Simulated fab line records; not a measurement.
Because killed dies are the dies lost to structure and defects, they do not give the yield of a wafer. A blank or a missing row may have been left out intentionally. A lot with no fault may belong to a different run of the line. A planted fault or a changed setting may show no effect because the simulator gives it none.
A struck lot beside a sound one :: flow nand harc :: 15 steps out of a route of 1159
Sound: the wafers L417.2, L417.4, L417.6. Struck: wafer L433.6; the same lot's L433.3 was not struck, so it is left out; see the end for the cause.
Each step with rows lists, per side, the tool, then ch with its chambers, then its first start. Under that, the readings that differ: sound wafers :: struck wafers :: difference of the means :: sigmas: that difference in standard deviations of wafers without a fault.
alike: same words and numbers on both sides, and readings whose means sit less than 2 such deviations apart. not compared: any withheld reading, any reading some wafer has no value for, any bound like >300 that may hide the same value, and any number with overlapping values for which the record gives no deviation.
The two part at a step that has a row with sigmas, a row that says differs or no value, or rows on one side only. Numbers that don't overlap but have no deviation are shown without sigmas and don't part them. A reading that every wafer of one side lacks parts them only if that side has two wafers or more.

NHARC_A_CONTACT_ETCH_137: etches the open film in C4F8/O2/Ar, time 132 s, target depth 1287 nm.
  sound on har cap etch-01 ch 0, day 17 13:34; struck on har cap etch-01 ch 1, day 21 20:49
  not compared: rf hours counter h
NHARC_A_CONTACT_ETCH_138: etches the open film in C4F8/O2/Ar, time 132 s, target depth 1289 nm.
  sound on har cap etch-01 ch 0, day 17 13:41; struck on har cap etch-01 ch 1, day 21 20:56
  not compared: rf hours counter h
NHARC_A_CONTACT_ETCH_139: etches the open film in C4F8/O2/Ar, time 137 s, target depth 590 nm.
  sound on har cap etch-01 ch 0, day 17 13:48; struck on har cap etch-01 ch 1, day 21 21:07
  not compared: rf hours counter h
then, 2 steps without rows for these wafers: NHARC_A_CONTACT_ETCH_92 (etches the open film in CH3F/O2, target depth 40 nm, time 85.7 s); NHARC_A_CONTACT_ETCH_98 (etches the open film in C4F6/O2, target depth 20 nm, time 10 s).
NHARC_A_CONTACT_CD_MEAS_15:
  struck on cd sem-02, day 21 21:40; sound on cd sem-01, day 17 16:00
  alike: cd nm
then, 3 steps without rows for these wafers: NHARC_A_CONTACT_STRIP_107 (strips in N2/H2); NHARC_A_CONTACT_STRIP_108 (strips in CF4/CHF3); NHARC_A_CONTACT_STRIP_109 (strips in O2/COS).
NHARC_A_CONTACT_ETCH_110: etches the open film in CF4/O2, target depth 50 nm, overetch 5 nm, time 27.5 s.
  sound on rie diel-13 ch 1,2,3, day 17 16:26; struck on rie diel-13 ch 2, day 21 21:58
reading: throttle valve pct (%)
sound: 13.417 13.412 13.390
struck: 13.379
difference: -0.027
sigmas: -3
  alike: drypump motor current A, oes product au, rf vpp V, showerhead plenum p Torr
  not compared: rf hours counter h
then, 2 steps without rows for these wafers: NHARC_A_CONTACT_STRIP_26 (strips in O2); NHARC_A_CONTACT_STRIP_27 (strips in post etch residue remover, time 600 s).
NHARC_A_CONTACT_ALD_18: deposits TiN, target thk 3 nm, pulse time 1 s, ald cycles 150.
  sound on ald metal-02 ch 1,2,3, day 17 17:11; struck on ald metal-02 ch 3, day 21 22:39
reading: ald cycles
sound: 150 150 150
struck: 167
difference: +17
sigmas: 
  alike: heater power w, precursor pulse height rel
NHARC_A_CONTACT_CVD_19: deposits W, target thk 300 nm, time 802 s.
  sound on cvd w-02 ch 0,1; struck on cvd w-01 ch 1
  alike: heater power w, throttle valve pct
NHARC_END_SORT_01:
  the record has rows for the sound wafers here (prober-01 ch 0, day 21 02:44) and none for the struck ones

## WHERE THEY PART
Last at NHARC_END_SORT_01 as far as this record goes, first at NHARC_A_CONTACT_ETCH_110.

WHY: what had been put in by the simulator
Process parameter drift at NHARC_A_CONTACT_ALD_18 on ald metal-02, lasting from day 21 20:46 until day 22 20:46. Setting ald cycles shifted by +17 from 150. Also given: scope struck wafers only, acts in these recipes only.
